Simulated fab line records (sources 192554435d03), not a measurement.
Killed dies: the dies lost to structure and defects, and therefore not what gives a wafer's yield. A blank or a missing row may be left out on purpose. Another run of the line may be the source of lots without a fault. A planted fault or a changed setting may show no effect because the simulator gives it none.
Chamber matching    flow n5Finfet    N5_BEOL_M2_DEP_57 on pecvd-02: 3 sister chambers
The step deposits SiCN from 3MS/NH3, target thk 8 nm, time 14 s. 30 wafers are shown with their chamber, then 12 later ones without.

WAFERS PAIRED WITH THEIR CHAMBERS
wafer   chamber  throttleValvePct (%)  showerheadPlenumPTorr (Torr)
L074.1  2        8.5                   3.675
L074.2  0        10.1                  3.681
L074.3  1        9.5                   3.663
L074.4  2        8.5                   3.676
L074.5  1        9.3                   3.663
L074.6  0        10.1                  3.679
L076.2  0        9.8                   3.669
L076.4  0        9.9                   3.674
L076.6  1        9.5                   3.666
L077.2  1        9.6                   3.657
L077.4  0        9.9                   3.678
L077.5  1        9.3                   3.662
L078.3  1        9.5                   3.658
L078.4  0        10.0                  3.678
L078.5  2        8.5                   3.660
L080.1  1        9.2                   3.666
L080.2  2        8.7                   3.675
L080.5  1        9.6                   3.664
L083.1  0        10.0                  3.682
L083.2  2        8.4                   3.671
L083.3  1        9.4                   3.663
L083.4  2        8.4                   3.683
L083.5  0        10.0                  3.686
L083.6  1        9.4                   3.663
L085.1  1        9.5                   3.662
L085.4  2        8.6                   3.679
L085.5  0        10.3                  3.676
L089.1  0        10.1                  3.678
L089.2  2        8.5                   3.660
L089.4  1        9.4                   3.673

SIGNATURES (averages over the wafers above)
reading                chamber 0  chamber 1  chamber 2  scatter within a chamber
throttleValvePct       10.020     9.433      8.512      0.123
showerheadPlenumPTorr  3.67810    3.66333    3.67237    0.00566
Rule: a wafer lies at a distance from a chamber equal to the root of the sum of squares, over the readings, of (its reading less the chamber's mean, divided by the reading's scatter). The wafer belongs to the nearest chamber; if the next one is less than 2 further off, it can't be placed. How the scatter is found: for the shown wafers, subtract from each reading the mean of its chamber, square and add these, divide the total by (wafers less chambers), then take the root.

WAFERS WHOSE CHAMBER IS MISSING
wafer   throttleValvePct (%)  showerheadPlenumPTorr (Torr)
L088.1  8.7                   3.678
L088.4  10.2                  3.673
L088.6  8.5                   3.669
L092.3  9.3                   3.666
L092.5  9.1                   3.669
L092.6  10.1                  3.678
L095.2  9.4                   3.656
L095.4  8.8                   3.666
L095.6  10.2                  3.674
L097.2  9.5                   3.658
L097.3  10.2                  3.675
L097.5  10.5                  3.671

WHICH CHAMBER EACH ONE RAN IN
wafer   from the rows above      in truth
L088.1  2                        2
L088.4  0                        0
L088.6  2                        2
L092.3  1                        1
L092.5  can't be placed: 1 or 2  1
L092.6  0                        0
L095.2  1                        1
L095.4  2                        2
L095.6  0                        0
L097.2  1                        1
L097.3  0                        0
L097.5  0                        0
Correct placement for 11 of the 12. Not placeable from these rows: 1 (in 1, the candidates include the true chamber). Placed wrongly: 0.
